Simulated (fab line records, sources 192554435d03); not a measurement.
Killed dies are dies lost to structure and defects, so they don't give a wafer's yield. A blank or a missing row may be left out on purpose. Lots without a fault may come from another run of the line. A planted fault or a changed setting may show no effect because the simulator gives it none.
Which tool did it? | flow n5_finfet | 24 lots, 72 wafers sampled, at 6 steps of a route of 1938

WHAT THE GAUGES READ, wafer by wafer
N5_SD_EPI_N_INSPECT_11: inspects for defects (macro). Usual: raw_defect_count 2.2, standard deviation 1.4.
lot  | measured    | on                | raw_defect_count | flag
L074 | day 3 00:28 | defect_inspect-01 | 2 2 6            |
L075 | day 3 07:52 | defect_inspect-01 | 2 0 2            |
L076 | day 3 11:50 | defect_inspect-01 | 2 1 2            |
L077 | day 3 17:53 | defect_inspect-01 | 1 3 1            |
L078 | day 3 22:59 | defect_inspect-01 | 3 3 1            |
L079 | day 4 05:37 | defect_inspect-01 | 4 1 3            |
L080 | day 4 13:38 | defect_inspect-02 | 0 3 1            |
L081 | day 4 20:21 | defect_inspect-01 | 6 2 3            |
L082 | day 5 02:14 | defect_inspect-02 | 4 3 1            |
L083 | day 5 08:53 | defect_inspect-02 | 4 0 3            |
L084 | day 5 12:58 | defect_inspect-01 | 3 1 4            |
L085 | day 5 21:37 | defect_inspect-01 | 2 4 3            |
L086 | day 6 02:51 | defect_inspect-01 | 4 0 2            |
L087 | day 6 08:09 | defect_inspect-01 | 3 1 1            |
L088 | day 6 11:50 | defect_inspect-01 | 2 1 2            |
L089 | day 6 19:23 | defect_inspect-01 | 2 1 3            |
L090 | day 7 00:37 | defect_inspect-01 | 1 1 2            |
L091 | day 7 06:32 | defect_inspect-01 | 1 1 1            |
L092 | day 7 12:37 | defect_inspect-02 | 3 6 4            |
L093 | day 7 19:48 | defect_inspect-01 | 3 3 1            |
L094 | day 7 23:58 | defect_inspect-01 | 2 4 3            |
L095 | day 8 11:27 | defect_inspect-02 | 1 2 3            |
L096 | day 8 17:38 | defect_inspect-01 | 1 4 4            |
L097 | day 8 23:32 | defect_inspect-01 | 0 3 1            |

N5_SD_EPI_P_OVL_MEAS_10. Usual: SD_P_BLK_OVL 0.2 nm, standard deviation 0.76.
lot  | measured    | on         | SD_P_BLK_OVL (nm) | flag
L074 | day 3 04:56 | overlay-01 | 1.0 0.4 0.5       |
L075 | day 3 12:14 | overlay-02 | -0.2 -1.0 -0.1    |
L076 | day 3 16:18 | overlay-02 | 1.0 -0.3 -0.3     |
L077 | day 3 23:04 | overlay-02 | -1.3 0.9 -0.3     |
L078 | day 4 04:44 | overlay-02 | 0.2 0.2 0.3       |
L079 | day 4 10:47 | overlay-01 | -0.8 0.4 -0.4     |
L080 | day 4 18:04 | overlay-02 | 1.8 0.9 1.3       |
L081 | day 5 01:01 | overlay-02 | 2.0 0.6 0.1       |
L082 | day 5 08:08 | overlay-01 | -1.0 -0.7 2.0     |
L083 | day 5 14:12 | overlay-01 | -0.3 0.3 -0.5     |
L084 | day 5 18:19 | overlay-02 | -0.3 -0.4 -1.0    |
L085 | day 6 01:55 | overlay-02 | -0.5 -1.0 -0.9    |
L086 | day 6 07:16 | overlay-02 | 0.8 0.1 0.1       |
L087 | day 6 12:46 | overlay-02 | -1.2 0.2 0.5      |
L088 | day 6 16:59 | overlay-01 | 0.2 1.3 0.4       |
L089 | day 6 23:58 | overlay-01 | -0.2 0.9 1.1      |
L090 | day 7 05:07 | overlay-01 | -0.2 0.2 -0.6     |
L091 | day 7 11:47 | overlay-02 | 1.1 0.9 -0.1      |
L092 | day 7 17:54 | overlay-01 | -0.3 0.0 -0.5     |
L093 | day 8 00:14 | overlay-01 | -1.2 -0.9 -1.0    |
L094 | day 8 04:19 | overlay-01 | 0.0 0.0 -0.7      |
L095 | day 8 16:44 | overlay-01 | -0.5 -0.1 0.9     |
L096 | day 8 22:25 | overlay-01 | 1.2 0.9 0.6       |
L097 | day 9 04:08 | overlay-02 | 1.1 -0.1 0.6      |

N5_SD_EPI_P_INSPECT_26: inspects for defects (darkfield). Usual: raw_defect_count 185, standard deviation 37.
lot  | measured    | on                | raw_defect_count | flag
L074 | day 3 08:47 | defect_inspect-02 | 244 189 194      |
L075 | day 3 16:09 | defect_inspect-02 | 121 161 221      |
L076 | day 3 20:55 | defect_inspect-01 | 133 151 144      |
L077 | day 4 02:53 | defect_inspect-02 | 119 215 148      |
L078 | day 4 09:36 | defect_inspect-02 | 213 161 214      |
L079 | day 4 14:58 | defect_inspect-01 | 200 221 199      |
L080 | day 4 22:07 | defect_inspect-01 | 153 201 178      |
L081 | day 5 04:47 | defect_inspect-01 | 140 153 163      |
L082 | day 5 13:58 | defect_inspect-01 | 235 192 218      |
L083 | day 5 17:59 | defect_inspect-01 | 139 188 173      |
L084 | day 5 22:05 | defect_inspect-01 | 181 243 177      |
L085 | day 6 05:42 | defect_inspect-01 | 168 215 255      |
L086 | day 6 11:02 | defect_inspect-02 | 164 212 158      |
L087 | day 6 16:38 | defect_inspect-02 | 184 251 239      |
L088 | day 6 21:35 | defect_inspect-02 | 196 229 190      |
L089 | day 7 04:36 | defect_inspect-02 | 236 215 228      |
L090 | day 7 09:03 | defect_inspect-01 | 139 170 175      |
L091 | day 7 15:34 | defect_inspect-01 | 171 165 142      |
L092 | day 7 21:44 | defect_inspect-01 | 133 161 185      |
L093 | day 8 04:13 | defect_inspect-02 | 202 239 224      |
L094 | day 8 08:06 | defect_inspect-02 | 203 199 194      |
L095 | day 8 20:31 | defect_inspect-01 | 172 132 191      |
L096 | day 9 02:27 | defect_inspect-02 | 149 160 129      |
L097 | day 9 07:55 | defect_inspect-01 | 180 189 178      |

N5_ILD0_THK_MEAS_13. Usual: thk_nm 18.0 nm, standard deviation 1.1.
lot  | measured    | on            | thk_nm (nm)    | flag
L074 | day 3 15:46 | film_metro-02 | 17.9 16.7 17.5 |
L075 | day 3 23:08 | film_metro-01 | 18.5 18.2 18.1 |
L076 | day 4 04:00 | film_metro-02 | 17.7 17.2 17.9 |
L077 | day 4 09:53 | film_metro-02 | 18.1 17.8 17.0 |
L078 | day 4 16:56 | film_metro-02 | 19.1 19.1 18.9 |
L079 | day 4 22:29 | film_metro-02 | 18.4 18.5 19.7 |
L080 | day 5 05:41 | film_metro-02 | 20.4 20.5 20.6 |
L081 | day 5 12:04 | film_metro-01 | 16.5 19.0 19.1 |
L082 | day 5 20:58 | film_metro-01 | 17.0 16.9 16.5 |
L083 | day 6 01:16 | film_metro-02 | 16.0 17.3 16.3 |
L084 | day 6 05:27 | film_metro-01 | 18.8 18.4 19.7 |
L085 | day 6 12:55 | film_metro-01 | 18.2 17.0 16.8 |
L086 | day 6 18:07 | film_metro-01 | 17.3 17.3 17.5 |
L087 | day 6 23:40 | film_metro-01 | 19.0 19.3 17.5 |
L088 | day 7 04:35 | film_metro-02 | 17.5 16.2 16.6 |
L089 | day 7 11:37 | film_metro-02 | 16.8 16.8 15.6 |
L090 | day 7 16:16 | film_metro-02 | 18.9 17.2 19.1 |
L091 | day 7 22:33 | film_metro-01 | 17.8 17.5 18.9 |
L092 | day 8 04:49 | film_metro-02 | 18.4 18.7 18.9 |
L093 | day 8 11:52 | film_metro-01 | 17.7 16.6 17.6 |
L094 | day 8 16:26 | film_metro-01 | 17.1 17.1 17.4 |
L095 | day 9 03:41 | film_metro-02 | 19.2 19.3 20.1 |
L096 | day 9 10:35 | film_metro-01 | 17.1 17.2 18.2 |
L097 | day 9 16:55 | film_metro-02 | 18.8 18.0 18.4 |

N5_SDB_OVL_MEAS_12. Usual: SDB_OVL 0.0 nm, standard deviation 0.7.
lot  | measured    | on         | SDB_OVL (nm)   | flag
L074 | day 3 16:11 | overlay-01 | 0.0 0.7 0.5    |
L075 | day 3 23:34 | overlay-02 | -0.9 -0.9 -1.0 |
L076 | day 4 04:32 | overlay-02 | -0.6 0.1 -1.2  |
L077 | day 4 10:26 | overlay-01 | -0.9 0.7 0.7   |
L078 | day 4 17:29 | overlay-02 | 1.1 -1.2 0.9   |
L079 | day 4 22:55 | overlay-01 | 0.1 -0.4 0.0   |
L080 | day 5 06:14 | overlay-02 | -0.8 -0.6 0.3  |
L081 | day 5 12:36 | overlay-01 | -0.1 1.3 1.2   |
L082 | day 5 21:30 | overlay-02 | 0.1 -0.2 -0.4  |
L083 | day 6 01:40 | overlay-02 | 0.5 0.8 1.1    |
L084 | day 6 06:00 | overlay-01 | 0.8 0.2 -0.3   |
L085 | day 6 13:28 | overlay-01 | -0.8 0.2 0.4   |
L086 | day 6 18:41 | overlay-02 | -1.5 -1.3 -0.9 |
L087 | day 7 00:13 | overlay-02 | -0.2 1.2 0.9   |
L088 | day 7 05:10 | overlay-02 | 0.6 -0.7 -0.4  |
L089 | day 7 12:10 | overlay-02 | 0.5 -0.3 0.2   |
L090 | day 7 16:41 | overlay-01 | 0.0 -0.5 0.7   |
L091 | day 7 23:05 | overlay-01 | 0.8 1.4 0.6    |
L092 | day 8 05:14 | overlay-01 | 0.4 -0.4 0.2   |
L093 | day 8 12:25 | overlay-02 | -0.2 0.0 -0.6  |
L094 | day 8 16:52 | overlay-02 | -0.2 0.0 0.7   |
L095 | day 9 04:14 | overlay-02 | -0.1 0.2 -0.1  |
L096 | day 9 11:00 | overlay-01 | 1.2 0.0 -0.4   |
L097 | day 9 17:20 | overlay-01 | -0.7 -1.0 -0.4 |

WHICH TOOL RAN EACH LOT (tool, then ch and the chambers of the sampled wafers, then the start)
lot  | N5_SD_EPI_P_ETCH_37
L074 | rie_diel-01 ch 1,2,3, day 3 05:09
L075 | rie_diel-02 ch 1,2,3, day 3 12:23
L076 | rie_diel-01 ch 0,2, day 3 16:27
L077 | rie_diel-01 ch 0,1,2, day 3 23:13
L078 | rie_diel-02 ch 1,2, day 4 05:08
L079 | rie_diel-02 ch 0,1, day 4 11:20
L080 | rie_diel-05 ch 0,1,3, day 4 18:29
L081 | rie_diel-01 ch 1,2, day 5 01:10
L082 | rie_diel-02 ch 0,2, day 5 08:23
L083 | rie_diel-01 ch 1,2,3, day 5 14:21
L084 | rie_diel-01 ch 0,3, day 5 18:28
L085 | rie_diel-01 ch 0,2, day 6 02:04
L086 | rie_diel-02 ch 0,1,3, day 6 07:25
L087 | rie_diel-01 ch 0,1, day 6 13:01
L088 | rie_diel-01 ch 0,1, day 6 17:08
L089 | rie_diel-02 ch 1,3, day 7 00:07
L090 | rie_diel-02 ch 0,3, day 7 05:16
L091 | rie_diel-05 ch 0,1,3, day 7 11:56
L092 | rie_diel-02 ch 0,1,3, day 7 18:04
L093 | rie_diel-01 ch 1,2,3, day 8 00:23
L094 | rie_diel-02 ch 0,1,2, day 8 04:28
L095 | rie_diel-01 ch 0,1,3, day 8 16:53
L096 | rie_diel-02 ch 0,1,2, day 8 22:50
L097 | rie_diel-05 ch 0,2, day 9 04:17
- N5_SD_EPI_P_ETCH_37: etches SOC in N2/H2, overetch 108 nm, time 486 s.

WHAT THE TOOLS THEMSELVES READ (means of the sampled wafers that have a number; where no wafer has one, the mark that the record gives instead)
N5_SD_EPI_P_ETCH_37. Usual: drypump_motor_current_A 5.9 A, standard deviation 0.35; h2_flow_sccm 199.9 sccm, standard deviation 0.67; oes_product_au 0.68 a.u., standard deviation 0.059; rf_vpp_V 241.1 V, standard deviation 1.1; showerhead_plenum_p_Torr 2.56 Torr, standard deviation 0.051; throttle_valve_pct 23.85 %, standard deviation 0.28.
lot  | tool        | drypump_motor_current_A (A) | h2_flow_sccm (sccm) | oes_product_au (a.u.) | rf_vpp_V (V) | showerhead_plenum_p_Torr (Torr) | throttle_valve_pct (%) | flag
L074 | rie_diel-01 | 5.8                         | 199.7               | 0.67                  | 241.1        | 2.54                            | 23.92                  |
L075 | rie_diel-02 | 6.1                         | 199.7               | 0.67                  | 241.1        | 2.57                            | 23.91                  |
L076 | rie_diel-01 | 5.8                         | 199.3               | 0.64                  | 241.3        | 2.63                            | 23.94                  |
L077 | rie_diel-01 | 5.9                         | 200.4               | 0.63                  | 241.8        | 2.59                            | 23.75                  |
L078 | rie_diel-02 | 6.4                         | 199.7               | 0.66                  | 240.1        | 2.56                            | 24.13                  |
L079 | rie_diel-02 | 5.7                         | 199.9               | 0.72                  | 241.9        | 2.57                            | 23.93                  |
L080 | rie_diel-05 | 6.0                         | 200.1               | 0.77                  | 241.6        | 2.61                            | 23.67                  |
L081 | rie_diel-01 | 5.8                         | 199.7               | 0.63                  | 241.2        | 2.56                            | 23.76                  |
L082 | rie_diel-02 | 5.7                         | 199.9               | 0.70                  | 241.5        | 2.59                            | 23.82                  |
L083 | rie_diel-01 | 5.7                         | 199.7               | 0.66                  | 241.0        | 2.54                            | 23.95                  |
L084 | rie_diel-01 | 6.1                         | 201.0               | 0.65                  | 240.2        | 2.56                            | 23.74                  |
L085 | rie_diel-01 | 5.8                         | 200.6               | 0.62                  | 242.1        | 2.62                            | 23.96                  |
L086 | rie_diel-02 | 5.8                         | 200.1               | 0.69                  | 240.0        | 2.56                            | 23.89                  |
L087 | rie_diel-01 | 6.1                         | 199.5               | 0.62                  | 240.6        | 2.54                            | 23.57                  |
L088 | rie_diel-01 | 6.0                         | 199.2               | 0.62                  | 240.5        | 2.54                            | 23.58                  |
L089 | rie_diel-02 | 5.9                         | 199.5               | 0.68                  | 241.0        | 2.55                            | 23.84                  |
L090 | rie_diel-02 | 5.5                         | 200.3               | 0.71                  | 241.2        | 2.57                            | 23.74                  |
L091 | rie_diel-05 | 6.0                         | 199.8               | 0.74                  | 240.6        | 2.60                            | 23.69                  |
L092 | rie_diel-02 | 5.8                         | 199.3               | 0.68                  | 241.0        | 2.55                            | 23.91                  |
L093 | rie_diel-01 | 5.8                         | 200.0               | 0.65                  | 240.6        | 2.53                            | 23.96                  |
L094 | rie_diel-02 | 6.0                         | 200.4               | 0.75                  | 240.4        | 2.56                            | 23.91                  |
L095 | rie_diel-01 | 6.0                         | 200.2               | 0.64                  | 239.9        | 2.52                            | 23.79                  |
L096 | rie_diel-02 | 6.1                         | 200.0               | 0.74                  | 241.3        | 2.56                            | 23.92                  |
L097 | rie_diel-05 | 5.7                         | 200.2               | 0.75                  | 241.8        | 2.58                            | 23.83                  |

THE ANSWER, worked out from the rows above alone
Rule: a lot is off if the mean of its wafers that have a number lies more than 3 standard deviations from the usual mean. A lot without any number at a reading at which 4 lots or more have one is off too. The other lots that the step has rows for count as sound. The gauges are gone through in route order, then the tools' own readings, and for those a lot's mean is taken as printed above. The first step at which some lot is off is used, and at that step the reading that is off furthest; a lot without a number counts as furthest.
No lot is off at any reading shown: from this, nothing can be told.

WHAT THE SIMULATOR HAD PUT IN
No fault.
